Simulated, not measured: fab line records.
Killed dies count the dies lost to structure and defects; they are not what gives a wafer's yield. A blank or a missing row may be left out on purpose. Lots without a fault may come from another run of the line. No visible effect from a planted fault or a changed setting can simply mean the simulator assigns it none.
fab line records	flow nand-harc
[record] lots = 24	wafers = 72	last-day = 24
route steps=1159 shown P_M0@273 P_M1@300 P_M2@334
lots that met no fault: taken from a fault-free run of the same line
start-h: hours from the record's first day to the start of the lot's first wafer shown	wait-h: time in hours since the lot's previous step	" as in the row above	L1.1+2: one row covering several wafers at once	- either no value or no given start	* or withheld: withheld	< > ~ a bound
route shown NAME@n: NAME is a module with steps in the file, n the number in the route of the first one	usual: average and standard deviation across the fault-free wafers	same: alike in all rows	chamber/n: place in a boat	sites: the reading at each site	_std_site: how widely they spread, as a standard deviation	_edge_site: the outer-site mean with the inner-site mean subtracted	radius-mm: for every site, how far away it sits from the centre of the wafer	mask NAME#n: copy n	behind: the most recent tool/chamber to have shaped the wafer	hold: reason for holding the lot/hours on hold/outcome of the hold	device: names the non-switching transistor (n, p or np)	end of line: tests of these same wafers at the route's end	a step given without rows: its recipe and nothing more	killed: at the first sort, the dies lost to defects and structure; wafer yield is something else	map: a wafer's dies, x killed, . not, _ none there
set.NAME: the run value of the setting; set.NAME@STEP: its run value at that earlier step	model.NAME: the simulator's own value behind a step, which no gauge read
one table for each step of the route and one row for each wafer, over a sample of lots
services: a tool's chamber out of use, with start hour (start-h, from the record's first day; less than 0 if before it), hours out, and reason
[[steps]]
[step NHARC_P_M0_PRE_CLEAN_29]
[recipe] time-s = 30	temp-c = 280	gas = H2/He
[usual] heater-power-w = 397/50
[same] time-s = 30
lot.wafer	tool	chamber	start-h	wait-h	heater-power-w
L074.4	pvd-sputter-02	-	-	-	419
L074.1	"	-	"	"	429
L074.6	"	-	"	"	439
L075.2	pvd-sputter-03	-	-	-	442
L075.1	"	-	"	"	351
L075.4	"	-	"	"	438
L076.1	pvd-sputter-02	-	-	-	302
L076.3	"	-	"	"	438
L076.5	"	-	"	"	373
L079.3	pvd-sputter-01	-	-	-	435
L079.5	"	-	"	"	433
L079.6	"	-	"	"	401
L078.2	pvd-sputter-03	-	-	-	357
L078.4	"	-	"	"	452
L078.5	"	-	"	"	453
L077.3	pvd-sputter-02	-	-	-	385
L077.5	"	-	"	"	428
L077.6	"	-	"	"	411
L080.3	pvd-sputter-02	-	-	-	300
L080.1	"	-	"	"	380
L080.5	"	-	"	"	367
L081.2	pvd-sputter-03	-	-	-	360
L081.3	"	-	"	"	447
L081.5	"	-	"	"	448
L083.2	pvd-sputter-03	-	-	-	446
L083.4	"	-	"	"	448
L083.6	"	-	"	"	436
L084.4	pvd-sputter-02	-	-	-	440
L084.2	"	-	"	"	379
L084.6	"	-	"	"	431
L082.4	pvd-sputter-01	-	-	-	467
L082.1	"	-	"	"	350
L082.5	"	-	"	"	469
L085.4	pvd-sputter-02	-	-	-	297
L085.5	"	-	"	"	296
L085.6	"	-	"	"	363
L087.4	pvd-sputter-03	-	-	-	426
L087.1	"	-	"	"	355
L087.2	"	-	"	"	459
L086.4	pvd-sputter-02	-	-	-	440
L086.2	"	-	"	"	417
L086.6	"	-	"	"	382
L088.1	pvd-sputter-02	-	-	-	446
L088.5	"	-	"	"	291
L088.6	"	-	"	"	364
L089.4	pvd-sputter-01	-	-	-	362
L089.1	"	-	"	"	383
L089.5	"	-	"	"	361
L091.3	pvd-sputter-03	-	-	-	449
L091.2	"	-	"	"	362
L091.1	"	-	"	"	464
L090.4	pvd-sputter-01	-	-	-	376
L090.3	"	-	"	"	382
L090.6	"	-	"	"	395
L092.3	pvd-sputter-02	-	-	-	301
L092.4	"	-	"	"	366
L092.5	"	-	"	"	408
L093.3	pvd-sputter-01	-	-	-	354
L093.2	"	-	"	"	383
L093.5	"	-	"	"	357
L094.4	pvd-sputter-01	-	-	-	382
L094.1	"	-	"	"	348
L094.6	"	-	"	"	389
L095.2	pvd-sputter-02	-	-	-	364
L095.5	"	-	"	"	297
L095.6	"	-	"	"	374
L096.3	pvd-sputter-01	-	-	-	358
L096.6	"	-	"	"	469
L096.5	"	-	"	"	382
L097.4	pvd-sputter-01	-	-	-	382
L097.2	"	-	"	"	359
L097.1	"	-	"	"	478
[step NHARC_P_M0_PRE_CLEAN_31]
[recipe] time-s = 12	temp-c = 370	rf-power-w = 300	gas = NH3
[usual] heater-power-w = 661/85
[same] time-s = 12
lot.wafer	tool	chamber	start-h	wait-h	heater-power-w
L074.1	pecvd-01	1	128.19	0.1	472
L074.4	"	0	"	"	689
L074.6	"	1	"	"	468
L075.1	pecvd-04	2	134.16	0.1	746
L075.2	"	1	"	"	586
L075.4	"	1	"	"	596
L076.3	pecvd-02	0	134.91	0.1	656
L076.1	"	1	"	"	781
L076.5	"	0	"	"	674
L079.3	pecvd-01	0	141.22	0.1	695
L079.6	"	1	"	"	471
L079.5	"	0	"	"	678
L078.2	pecvd-01	1	142.30	0.1	536
L078.5	"	2	"	"	789
L078.4	"	1	"	"	524
L077.3	pecvd-01	2	148.22	0.1	671
L077.6	"	1	"	"	513
L077.5	"	2	"	"	645
L080.1	pecvd-04	1	157.69	0.1	596
L080.3	"	2	"	"	740
L080.5	"	1	"	"	597
L081.3	pecvd-01	2	158.02	0.1	768
L081.2	"	0	"	"	624
L081.5	"	1	"	"	530
L083.2	pecvd-04	0	168.02	0.1	522
L083.6	"	1	"	"	616
L083.4	"	2	"	"	733
L084.2	pecvd-02	2	168.54	0.1	658
L084.4	"	1	"	"	783
L084.6	"	2	"	"	660
L082.1	pecvd-01	0	170.56	0.1	687
L082.5	"	1	"	"	535
L082.4	"	0	"	"	683
L085.5	pecvd-01	2	198.53	0.2	666
L085.4	"	0	"	"	708
L085.6	"	1	"	"	508
L087.2	pecvd-02	1	198.77	0.1	674
L087.1	"	2	"	"	709
L087.4	"	0	"	"	709
L086.2	pecvd-02	2	199.69	0.7	720
L086.6	"	1	"	"	715
L086.4	"	0	"	"	612
L088.1	pecvd-01	1	213.77	0.1	502
L088.5	"	2	"	"	672
L088.6	"	1	"	"	502
L089.1	pecvd-01	1	214.63	0.1	577
L089.5	"	1	"	"	557
L089.4	"	0	"	"	637
L091.2	pecvd-01	2	218.59	0.1	781
L091.3	"	0	"	"	652
L091.1	"	1	"	"	580
L090.3	pecvd-01	2	219.59	0.1	740
L090.6	"	2	"	"	718
L090.4	"	0	"	"	687
L092.3	pecvd-02	1	228.99	0.1	767
L092.4	"	1	"	"	780
L092.5	"	2	"	"	742
L093.2	pecvd-01	0	234.33	0.1	683
L093.3	"	2	"	"	706
L093.5	"	1	"	"	519
L094.1	pecvd-02	2	241.41	0.1	704
L094.4	"	1	"	"	722
L094.6	"	2	"	"	707
L095.2	pecvd-02	1	241.82	0.1	769
L095.6	"	1	"	"	752
L095.5	"	0	"	"	615
L096.3	pecvd-04	0	250.34	0.1	510
L096.5	"	0	"	"	488
L096.6	"	1	"	"	600
L097.1	pecvd-02	0	255.09	0.1	634
L097.2	"	1	"	"	720
L097.4	"	0	"	"	630
[step NHARC_P_M1_ETCH_15]
[recipe] target-depth-a = 1825	time-s = 91.2	c4f8-flow-sccm = withheld	ar-flow-sccm = 400	rf-w = 600	bias-w = 300	chemistry = C4F8/Ar
[usual] oes-product-au = 0.959/0.023	rf-vpp-V = 441.3/2.5
[same] time-s = 91.2
lot.wafer	tool	chamber	start-h	wait-h	oes-product-au	rf-hours-counter-h	rf-vpp-V
L074.1	rie-diel-02	1	129.96	0.1	0.943	3.8	440.5
L074.4	"	1	"	"	0.940	-	440.8
L074.6	"	1	"	"	0.936	-	440.0
L075.1	rie-diel-03	1	-	-	0.954	4.9	442.5
L075.2	"	3	"	"	0.964	5.5	443.7
L075.4	"	0	"	"	0.967	-	440.3
L076.3	rie-diel-03	1	-	-	0.946	5.0	441.4
L076.1	"	3	"	"	0.976	5.6	444.1
L076.5	"	1	"	"	0.948	-	442.1
L079.3	rie-diel-08	1	-	-	0.978	0.2	441.5
L079.6	"	1	"	"	0.977	-	441.4
L079.5	"	2	"	"	0.954	-	445.4
L078.2	rie-diel-02	2	-	-	0.977	4.0	444.8
L078.5	"	1	"	"	0.976	-	440.2
L078.4	"	2	"	"	0.967	-	446.1
L077.3	rie-diel-08	0	-	-	0.952	1.7	436.3
L077.5	"	2	"	"	0.981	-	445.6
L077.6	"	3	"	"	0.981	-	437.2
L080.3	rie-diel-03	2	-	-	0.934	6.3	438.4
L080.1	"	0	"	"	0.920	5.9	441.5
L080.5	"	2	"	"	0.925	-	438.2
L081.3	rie-diel-08	0	-	-	0.920	2.4	437.2
L081.2	"	2	"	"	0.922	2.1	445.3
L081.5	"	0	"	"	0.931	-	439.4
L083.2	rie-diel-02	0	-	-	0.963	0.2	439.3
L083.4	"	2	"	"	0.974	0.2	444.4
L083.6	"	1	"	"	1.004	-	439.6
L084.4	rie-diel-03	0	-	-	0.929	6.5	440.6
L084.2	"	1	"	"	0.906	6.9	443.1
L084.6	"	1	"	"	0.901	-	441.9
L082.1	rie-diel-03	2	-	-	0.918	7.1	439.6
L082.4	"	0	"	"	0.927	6.6	439.6
L082.5	"	2	"	"	0.926	-	438.3
L085.4	rie-diel-02	0	-	-	0.980	1.0	439.5
L085.6	"	2	"	"	0.955	-	445.7
L085.5	"	3	"	"	0.962	-	442.0
L087.1	rie-diel-02	2	-	-	0.966	1.0	445.6
L087.2	"	3	"	"	0.978	1.0	443.0
L087.4	"	0	"	"	0.972	1.0	439.2
L086.4	rie-diel-02	2	-	-	0.952	1.1	445.0
L086.2	"	1	"	"	0.977	1.0	439.9
L086.6	"	2	"	"	0.967	-	443.8
L088.1	rie-diel-02	3	-	-	0.958	1.3	442.2
L088.6	"	0	"	"	0.949	-	440.3
L088.5	"	3	"	"	0.943	-	441.7
L089.1	rie-diel-02	0	-	-	0.969	1.3	440.6
L089.5	"	3	"	"	0.960	-	441.7
L089.4	"	0	"	"	0.970	-	439.7
L091.3	rie-diel-02	2	-	-	0.963	1.2	445.0
L091.2	"	3	"	"	0.965	1.6	441.3
L091.1	"	1	"	"	0.977	1.4	440.5
L090.4	rie-diel-08	3	-	-	0.996	6.2	435.4
L090.3	"	2	"	"	0.989	5.7	444.7
L090.6	"	3	"	"	0.998	-	435.6
L092.3	rie-diel-02	1	-	-	0.985	2.0	440.3
L092.4	"	3	"	"	0.974	2.1	440.1
L092.5	"	1	"	"	0.990	-	440.1
L093.2	rie-diel-08	2	-	-	0.966	6.6	442.7
L093.3	"	1	"	"	0.954	7.5	443.1
L093.5	"	2	"	"	0.966	-	444.6
L094.1	rie-diel-08	1	-	-	0.967	7.6	444.1
L094.4	"	2	"	"	0.977	6.7	445.8
L094.6	"	1	"	"	0.972	-	442.8
L095.2	rie-diel-03	3	-	-	0.995	2.1	443.8
L095.6	"	0	"	"	0.972	-	441.6
L095.5	"	1	"	"	0.961	-	442.4
L096.3	rie-diel-08	1	-	-	0.920	7.8	441.5
L096.5	"	0	"	"	0.907	-	439.4
L096.6	"	1	"	"	0.936	-	442.4
L097.2	rie-diel-03	1	-	-	0.981	3.4	443.5
L097.4	"	2	"	"	0.960	3.4	438.9
L097.1	"	3	"	"	0.979	3.4	444.4
[step NHARC_P_M1_DEGAS_29]
[recipe] temp-c = 250	time-s = 60
[usual] heater-power-w = 330/41
[same] time-s = 60
lot.wafer	tool	chamber	start-h	wait-h	heater-power-w
L074.1	pvd-sputter-02	-	130.98	-	352
L074.4	"	-	"	"	245
L074.6	"	-	"	"	341
L075.4	pvd-sputter-03	-	136.62	-	365
L075.2	"	-	"	"	292
L075.1	"	-	"	"	364
L076.1	pvd-sputter-03	-	137.56	-	371
L076.3	"	-	"	"	360
L076.5	"	-	"	"	381
L079.3	pvd-sputter-02	-	143.82	-	351
L079.5	"	-	"	"	343
L079.6	"	-	"	"	240
L078.2	pvd-sputter-03	-	144.90	-	363
L078.4	"	-	"	"	290
L078.5	"	-	"	"	357
L077.3	pvd-sputter-01	-	150.75	-	359
L077.6	"	-	"	"	324
L077.5	"	-	"	"	321
L080.3	pvd-sputter-02	-	160.07	-	338
L080.1	"	-	"	"	241
L080.5	"	-	"	"	336
L081.3	pvd-sputter-03	-	160.53	-	295
L081.2	"	-	"	"	367
L081.5	"	-	"	"	356
L083.4	pvd-sputter-02	-	170.47	-	353
L083.2	"	-	"	"	350
L083.6	"	-	"	"	240
L084.2	pvd-sputter-03	-	171.34	-	371
L084.4	"	-	"	"	360
L084.6	"	-	"	"	350
L082.1	pvd-sputter-02	-	173.09	-	354
L082.4	"	-	"	"	303
L082.5	"	-	"	"	371
L085.4	pvd-sputter-02	-	201.01	-	347
L085.5	"	-	"	"	362
L085.6	"	-	"	"	342
L087.2	pvd-sputter-01	-	201.55	-	316
L087.4	"	-	"	"	380
L087.1	"	-	"	"	310
L086.2	pvd-sputter-03	-	202.22	-	363
L086.4	"	-	"	"	362
L086.6	"	-	"	"	366
L088.1	pvd-sputter-01	-	216.33	-	380
L088.5	"	-	"	"	315
L088.6	"	-	"	"	291
L089.4	pvd-sputter-03	-	217.28	-	360
L089.1	"	-	"	"	285
L089.5	"	-	"	"	366
L091.3	pvd-sputter-01	-	220.97	-	283
L091.1	"	-	"	"	324
L091.2	"	-	"	"	321
L090.3	pvd-sputter-01	-	222.38	-	318
L090.4	"	-	"	"	287
L090.6	"	-	"	"	310
L092.4	pvd-sputter-03	-	231.46	-	367
L092.3	"	-	"	"	374
L092.5	"	-	"	"	281
L093.3	pvd-sputter-02	-	236.87	-	244
L093.2	"	-	"	"	309
L093.5	"	-	"	"	300
L094.4	pvd-sputter-01	-	244.19	-	295
L094.1	"	-	"	"	314
L094.6	"	-	"	"	291
L095.2	pvd-sputter-02	-	244.59	-	334
L095.6	"	-	"	"	301
L095.5	"	-	"	"	355
L096.3	pvd-sputter-01	-	252.73	-	317
L096.5	"	-	"	"	314
L096.6	"	-	"	"	315
L097.1	pvd-sputter-03	-	258.10	-	381
L097.2	"	-	"	"	356
L097.4	"	-	"	"	360
[step NHARC_P_M1_PVD_21]
[recipe] target-thk-a = 300	chamber-pressure-pa = 5	power-w = 5000	substrate-temp-c = 30	time-s = 20.49	material = Cu
[usual] throttle-valve-pct = 29.7/1.5
[same] time-s = 20.49
lot.wafer	tool	chamber	start-h	wait-h	throttle-valve-pct
L074.4	pvd-sputter-02	-	-	-	31.2
L074.1	"	-	"	"	31.7
L074.6	"	-	"	"	28.0
L075.2	pvd-sputter-03	-	-	-	29.7
L075.4	"	-	"	"	28.5
L075.1	"	-	"	"	28.6
L076.3	pvd-sputter-03	-	-	-	28.5
L076.1	"	-	"	"	28.6
L076.5	"	-	"	"	28.8
L079.3	pvd-sputter-02	-	-	-	31.1
L079.6	"	-	"	"	28.2
L079.5	"	-	"	"	30.8
L078.4	pvd-sputter-03	-	-	-	32.2
L078.2	"	-	"	"	30.0
L078.5	"	-	"	"	32.4
L077.3	pvd-sputter-01	-	-	-	30.6
L077.5	"	-	"	"	30.7
L077.6	"	-	"	"	28.6
L080.1	pvd-sputter-02	-	-	-	31.5
L080.3	"	-	"	"	28.1
L080.5	"	-	"	"	31.5
L081.3	pvd-sputter-03	-	-	-	28.5
L081.2	"	-	"	"	29.7
L081.5	"	-	"	"	28.7
L083.2	pvd-sputter-02	-	-	-	29.3
L083.4	"	-	"	"	30.9
L083.6	"	-	"	"	29.9
L084.2	pvd-sputter-03	-	-	-	32.2
L084.4	"	-	"	"	28.6
L084.6	"	-	"	"	32.3
L082.1	pvd-sputter-02	-	-	-	29.5
L082.4	"	-	"	"	28.3
L082.5	"	-	"	"	28.0
L085.4	pvd-sputter-02	-	-	-	29.2
L085.5	"	-	"	"	29.1
L085.6	"	-	"	"	28.1
L087.1	pvd-sputter-01	-	-	-	27.8
L087.4	"	-	"	"	30.4
L087.2	"	-	"	"	30.1
L086.2	pvd-sputter-03	-	-	-	29.8
L086.4	"	-	"	"	32.4
L086.6	"	-	"	"	29.7
L088.1	pvd-sputter-01	-	-	-	27.5
L088.6	"	-	"	"	27.7
L088.5	"	-	"	"	30.7
L089.4	pvd-sputter-03	-	-	-	29.9
L089.1	"	-	"	"	28.7
L089.5	"	-	"	"	32.4
L091.1	pvd-sputter-01	-	-	-	30.4
L091.2	"	-	"	"	27.6
L091.3	"	-	"	"	30.7
L090.3	pvd-sputter-01	-	-	-	30.9
L090.4	"	-	"	"	28.1
L090.6	"	-	"	"	30.4
L092.4	pvd-sputter-03	-	-	-	28.6
L092.3	"	-	"	"	32.3
L092.5	"	-	"	"	28.7
L093.3	pvd-sputter-02	-	-	-	30.4
L093.2	"	-	"	"	28.1
L093.5	"	-	"	"	30.3
L094.1	pvd-sputter-01	-	-	-	30.6
L094.4	"	-	"	"	27.5
L094.6	"	-	"	"	28.0
L095.2	pvd-sputter-02	-	-	-	31.6
L095.6	"	-	"	"	31.3
L095.5	"	-	"	"	31.6
L096.3	pvd-sputter-01	-	-	-	28.1
L096.5	"	-	"	"	30.3
L096.6	"	-	"	"	28.0
L097.2	pvd-sputter-03	-	-	-	30.0
L097.1	"	-	"	"	32.5
L097.4	"	-	"	"	28.7
[step NHARC_P_M2_CD_MEAS_16]
[usual] cd-nm = 169.5/0.89
lot.wafer	tool	chamber	start-h	wait-h	cd-nm
L074.1	cd-sem-02	-	134.51	-	168.8
L074.4	"	-	"	"	168.9
L074.6	"	-	"	"	169.3
L075.1	cd-sem-01	-	140.04	-	169.4
L075.2	"	-	"	"	168.2
L075.4	"	-	"	"	169.8
L076.1	cd-sem-02	-	140.87	-	170.3
L076.3	"	-	"	"	169.6
L076.5	"	-	"	"	171.0
L079.3	cd-sem-02	-	147.28	-	170.8
L079.5	"	-	"	"	169.4
L079.6	"	-	"	"	169.9
L078.2	cd-sem-02	-	148.33	-	168.7
L078.4	"	-	"	"	169.1
L078.5	"	-	"	"	168.5
L077.3	cd-sem-01	-	154.76	-	169.1
L077.5	"	-	"	"	169.1
L077.6	"	-	"	"	170.0
L080.1	cd-sem-02	-	163.75	-	170.4
L080.3	"	-	"	"	168.8
L080.5	"	-	"	"	169.9
L081.2	cd-sem-03	-	164.40	-	170.2
L081.3	"	-	"	"	170.6
L081.5	"	-	"	"	170.1
L083.2	cd-sem-02	-	173.83	-	169.8
L083.4	"	-	"	"	169.9
L083.6	"	-	"	"	170.2
L084.2	cd-sem-03	-	174.88	-	169.7
L084.4	"	-	"	"	169.6
L084.6	"	-	"	"	169.9
L082.1	cd-sem-02	-	176.58	-	170.9
L082.4	"	-	"	"	169.8
L082.5	"	-	"	"	170.1
L085.4	cd-sem-03	-	204.68	-	169.0
L085.5	"	-	"	"	169.1
L085.6	"	-	"	"	168.9
L087.1	cd-sem-01	-	204.88	-	170.6
L087.2	"	-	"	"	170.5
L087.4	"	-	"	"	170.8
L086.2	cd-sem-02	-	206.13	-	168.8
L086.4	"	-	"	"	169.6
L086.6	"	-	"	"	170.2
L088.1	cd-sem-02	-	220.09	-	169.0
L088.5	"	-	"	"	169.6
L088.6	"	-	"	"	169.4
L089.1	cd-sem-01	-	221.25	-	169.2
L089.4	"	-	"	"	168.2
L089.5	"	-	"	"	169.1
L091.1	cd-sem-01	-	224.34	-	171.8
L091.2	"	-	"	"	171.2
L091.3	"	-	"	"	171.3
L090.3	cd-sem-01	-	226.25	-	169.5
L090.4	"	-	"	"	169.2
L090.6	"	-	"	"	169.3
L092.3	cd-sem-03	-	234.99	-	168.8
L092.4	"	-	"	"	170.1
L092.5	"	-	"	"	167.7
L093.2	cd-sem-02	-	240.32	-	168.2
L093.3	"	-	"	"	167.7
L093.5	"	-	"	"	169.2
L094.1	cd-sem-01	-	247.54	-	169.3
L094.4	"	-	"	"	170.8
L094.6	"	-	"	"	169.5
L095.2	cd-sem-02	-	248.12	-	168.5
L095.5	"	-	"	"	169.5
L095.6	"	-	"	"	168.6
L096.3	cd-sem-01	-	256.18	-	168.3
L096.5	"	-	"	"	169.0
L096.6	"	-	"	"	168.9
L097.1	cd-sem-03	-	261.52	-	168.4
L097.2	"	-	"	"	169.1
L097.4	"	-	"	"	168.3
[[services]]
tool	chamber	start-h	hours	kind
rie-diel-02	0	105.32	32.9	repair
rie-diel-02	3	121.25	9.8	repair
pecvd-04	2	121.44	5.1	repair
rie-diel-08	-	124.80	9.0	pm
pecvd-01	-	125.03	2.0	repair
pecvd-02	-	128.11	0.8	repair
rie-diel-03	2	134.41	12.3	repair
rie-diel-02	3	142.40	8.7	repair
rie-diel-02	-	150.70	9.0	pm
pecvd-02	-	153.09	13.0	pm
pvd-sputter-01	-	158.01	10.0	pm
pecvd-02	-	169.58	1.4	repair
pvd-sputter-01	-	169.99	10.7	repair
pvd-sputter-02	-	174.14	7.8	repair
pvd-sputter-01	-	184.48	9.0	repair
pecvd-04	-	195.13	13.0	pm
rie-diel-02	2	206.69	10.9	repair
pvd-sputter-02	-	214.01	10.0	pm
rie-diel-03	-	215.30	9.0	pm
pecvd-01	-	237.00	13.0	pm
pecvd-01	0	237.00	13.0	vent-cycle
pecvd-01	1	237.00	13.0	vent-cycle
pecvd-01	2	237.00	13.0	vent-cycle
pvd-sputter-03	-	243.63	3.9	repair
[[key]]
fault none
